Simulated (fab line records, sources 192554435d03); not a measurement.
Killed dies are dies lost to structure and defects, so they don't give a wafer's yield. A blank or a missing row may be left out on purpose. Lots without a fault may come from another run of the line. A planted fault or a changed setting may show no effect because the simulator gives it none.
Chamber matching | flow n5_finfet | N5_BEOL_M10_STRIP_36 on rie_diel-06: 4 sister chambers
The step strips in N2/H2. 20 wafers are shown with their chamber, then 10 later ones without.

WAFERS WITH THEIR CHAMBER
wafer  | chamber | showerhead_plenum_p_Torr (Torr) | throttle_valve_pct (%) | drypump_motor_current_A (A)
L075.2 | 1       | 2.46                            | 23.8                   | 5.59
L075.3 | 3       | 2.59                            | 23.2                   | 5.25
L075.5 | 1       | 2.46                            | 23.8                   | 5.57
L076.1 | 1       | 2.46                            | 23.8                   | 5.63
L076.4 | 3       | 2.59                            | 23.2                   | 5.26
L076.5 | 0       | 2.69                            | 23.7                   | 5.61
L078.1 | 3       | 2.59                            | 23.2                   | 5.27
L078.2 | 2       | 2.67                            | 23.1                   | 5.74
L078.3 | 1       | 2.46                            | 23.8                   | 5.61
L082.4 | 2       | 2.67                            | 23.1                   | 5.76
L082.5 | 2       | 2.67                            | 23.1                   | 5.74
L082.6 | 1       | 2.46                            | 23.8                   | 5.59
L080.1 | 0       | 2.68                            | 23.7                   | 5.59
L080.2 | 2       | 2.67                            | 23.1                   | 5.74
L080.6 | 2       | 2.67                            | 23.1                   | 5.76
L084.1 | 2       | 2.67                            | 23.1                   | 5.73
L084.4 | 3       | 2.58                            | 23.2                   | 5.27
L084.6 | 0       | 2.68                            | 23.8                   | 5.57
L085.2 | 3       | 2.58                            | 23.2                   | 5.27
L085.3 | 0       | 2.69                            | 23.8                   | 5.61

SIGNATURES (means of the wafers above)
reading                  | chamber 0 | chamber 1 | chamber 2 | chamber 3 | scatter within a chamber
showerhead_plenum_p_Torr | 2.6850    | 2.4600    | 2.6700    | 2.5860    | 0.00371
throttle_valve_pct       | 23.750    | 23.800    | 23.100    | 23.200    | 0.025
drypump_motor_current_A  | 5.5950    | 5.5980    | 5.7450    | 5.2640    | 0.0163
Rule: a wafer's distance from a chamber is the root of the sum, over the readings, of the square of ((its reading less the chamber's mean) divided by the reading's scatter). The wafer belongs to the nearest chamber; if the next one is less than 2 further off, it can't be placed. The scatter: the root of (the sum of the squares of (reading less its chamber's mean) over the shown wafers, divided by (wafers less chambers)).

WAFERS WITHOUT THEIR CHAMBER
wafer  | showerhead_plenum_p_Torr (Torr) | throttle_valve_pct (%) | drypump_motor_current_A (A)
L085.6 | 2.68                            | 23.7                   | 5.58
L086.2 | 2.68                            | 23.7                   | 5.60
L086.3 | 2.67                            | 23.2                   | 5.76
L086.4 | 2.58                            | 23.3                   | 5.26
L087.1 | 2.45                            | 23.8                   | 5.63
L087.2 | 2.66                            | 23.2                   | 5.78
L087.6 | 2.45                            | 23.8                   | 5.62
L091.3 | 2.45                            | 23.8                   | 5.61
L091.4 | 2.68                            | 23.8                   | 5.58
L091.6 | 2.58                            | 23.3                   | 5.28

WHICH CHAMBER EACH WENT THROUGH
wafer  | from the rows above | in truth
L085.6 | 0                   | 0
L086.2 | 0                   | 0
L086.3 | 2                   | 2
L086.4 | 3                   | 3
L087.1 | 1                   | 1
L087.2 | 2                   | 2
L087.6 | 1                   | 1
L091.3 | 1                   | 1
L091.4 | 0                   | 0
L091.6 | 3                   | 3
Placed correctly: 10 of 10. Can't be placed from these rows: 0. Placed wrongly: 0.
